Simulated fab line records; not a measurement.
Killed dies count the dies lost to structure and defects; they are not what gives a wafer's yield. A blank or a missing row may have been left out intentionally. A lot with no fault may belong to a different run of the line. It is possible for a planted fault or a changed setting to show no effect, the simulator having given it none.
Which of the tools did it? :: flow n5Finfet :: 11 lots with 32 wafers sampled at 3 steps, on a route of 1938 steps

## WHAT THE GAUGES SHOWED, per wafer
N5_BEOL_M2_THK_MEAS_53: measures by xrf.
lot: L769
measured: day 7 14:32
on: filmMetro-01
M2_THK (nm): 41.1 40.9 43.2

lot: L770
measured: day 7 18:31
on: filmMetro-02
M2_THK (nm): 38.3 40.8 40.1

lot: L771
measured: day 7 20:24
on: filmMetro-01
M2_THK (nm): 41.1 41.6 43.5

lot: L776
measured: day 9 03:31
on: filmMetro-01
M2_THK (nm): 42.1 45.2 42.6

lot: L777
measured: day 10 00:24
on: filmMetro-01
M2_THK (nm): 42.1 40.3 42.1

lot: L779
measured: day 10 05:57
on: filmMetro-02
M2_THK (nm): 41.5 40.2 38.4

lot: L781
measured: day 10 14:19
on: filmMetro-01
M2_THK (nm): 39.1 39.3 39.5

lot: L782
measured: day 10 19:56
on: filmMetro-01
M2_THK (nm): 39.0 42.2

lot: L784
measured: day 10 22:40
on: filmMetro-01
M2_THK (nm): 44.0 42.1 45.7

lot: L783
measured: day 11 00:34
on: filmMetro-02
M2_THK (nm): 43.7 42.2 40.7

lot: L791
measured: day 14 13:33
on: filmMetro-02
M2_THK (nm): 40.1 40.1 39.9

## EACH LOT AND THE TOOL THAT RAN IT (in order: tool; ch and the chambers of the sampled wafers; start)
lot: L769
N5_BEOL_M2_ALD_84: aldMetal-02 ch 1,2,3, day 7 11:31
N5_BEOL_M2_ANNEAL_51: rtpAnneal-02 ch 0, day 7 13:59

lot: L770
N5_BEOL_M2_ALD_84: aldMetal-03 ch 0,1,3, day 7 15:14
N5_BEOL_M2_ANNEAL_51: rtpAnneal-02 ch 0, day 7 17:58

lot: L771
N5_BEOL_M2_ALD_84: aldMetal-04 ch 0,3, day 7 17:04
N5_BEOL_M2_ANNEAL_51: rtpAnneal-01 ch 0, day 7 19:53

lot: L776
N5_BEOL_M2_ALD_84: aldMetal-03 ch 1,2, day 9 00:23
N5_BEOL_M2_ANNEAL_51: rtpAnneal-01 ch 0, day 9 02:58

lot: L777
N5_BEOL_M2_ALD_84: aldMetal-04 ch 0,3, day 9 18:17
N5_BEOL_M2_ANNEAL_51: rtpAnneal-01 ch 0, day 9 23:54

lot: L779
N5_BEOL_M2_ALD_84: aldMetal-03 ch 0,2,3, day 10 02:40
N5_BEOL_M2_ANNEAL_51: rtpAnneal-02 ch 0, day 10 05:24

lot: L781
N5_BEOL_M2_ALD_84: aldMetal-04 ch 0,1,3, day 10 09:56
N5_BEOL_M2_ANNEAL_51: rtpAnneal-02 ch 0, day 10 13:49

lot: L782
N5_BEOL_M2_ALD_84: aldMetal-02 ch 0,2, day 10 16:40
N5_BEOL_M2_ANNEAL_51: rtpAnneal-01 ch 0, day 10 19:20

lot: L784
N5_BEOL_M2_ALD_84: aldMetal-02 ch 0,2,3, day 10 19:40
N5_BEOL_M2_ANNEAL_51: rtpAnneal-02 ch 0, day 10 22:05

lot: L783
N5_BEOL_M2_ALD_84: aldMetal-03 ch 0,1,3, day 10 19:46
N5_BEOL_M2_ANNEAL_51: rtpAnneal-02 ch 0, day 10 23:58

lot: L791
N5_BEOL_M2_ALD_84: aldMetal-03 ch 0,2, day 14 10:09
N5_BEOL_M2_ANNEAL_51: rtpAnneal-01 ch 0, day 14 12:58
- N5_BEOL_M2_ALD_84: deposits TaN, pulse time 2 s, purge time 3 s, co reactant purge time 2 s.
- N5_BEOL_M2_ANNEAL_51: time 90 s.

## THE ANSWER, worked out from the rows above alone
Rule: the lots themselves supply what counts as usual. Put in order of their means at a reading, lots are off if they are a third of the lots or fewer, leave a main group of 4 or more, and stand apart from it by a gap of 3 or more times the standard deviation of the main group's means; of several such gaps the widest counts. Not used: any main group whose means are identical at the precision the tables above print for the reading. A lot without any number at a reading at which 4 lots or more have one is off too. Any other lot the step has rows for is counted as sound.
Nothing can be told from this: no lot is off at any reading shown.

## WHAT WAS PUT IN BY THE SIMULATOR
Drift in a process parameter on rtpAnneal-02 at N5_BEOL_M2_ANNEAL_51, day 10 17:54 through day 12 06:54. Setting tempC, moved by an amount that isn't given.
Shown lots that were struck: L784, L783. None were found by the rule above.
